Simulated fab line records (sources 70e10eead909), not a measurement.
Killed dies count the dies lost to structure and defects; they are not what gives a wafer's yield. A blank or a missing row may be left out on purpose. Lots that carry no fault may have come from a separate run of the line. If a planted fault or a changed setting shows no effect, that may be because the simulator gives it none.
Chamber matching ; flow nand_harc ; 4 sister chambers for NHARC_A_STAIRCASE_DESCUM_219 on rie_diel-04
The step chemistry O2, time 3 s. 4 wafers are shown with their chamber, then 9 later ones without.

## WAFERS WITH THEIR CHAMBER
wafer;chamber;drypump_motor_current_A (A)
L083.4;0;6.0
L086.1;2;5.4
L086.2;3;6.7
L086.4;1;5.0

## WAFERS WITHOUT THEIR CHAMBER
wafer;drypump_motor_current_A (A)
L088.3;5.3
L088.4;6.7
L088.5;6.7
L093.2;5.4
L093.3;5.9
L093.4;5.0
L094.4;5.4
L094.5;6.7
L094.6;5.9

## WHICH CHAMBER EACH WENT THROUGH
wafer;from the rows above;in truth
L088.3;2;2
L088.4;3;3
L088.5;3;3
L093.2;2;2
L093.3;0;0
L093.4;1;1
L094.4;2;2
L094.5;3;3
L094.6;0;0
Correct placement for 9 of the 9. Can't be placed from these rows: 0. Placed wrongly: 0.
How it was worked out, from the rows above alone: a wafer's distance from a chamber is the root of the sum, over the readings, of the square of ((its reading less the chamber's mean) divided by the reading's scatter). The wafer belongs to the nearest chamber; if the next one is less than 2 further off, it can't be placed. A chamber's mean is the mean of its shown wafers. The scatter (one wafer shown for each chamber): square how far every hidden wafer sits from the nearest shown wafer, average those squares and take the square root.
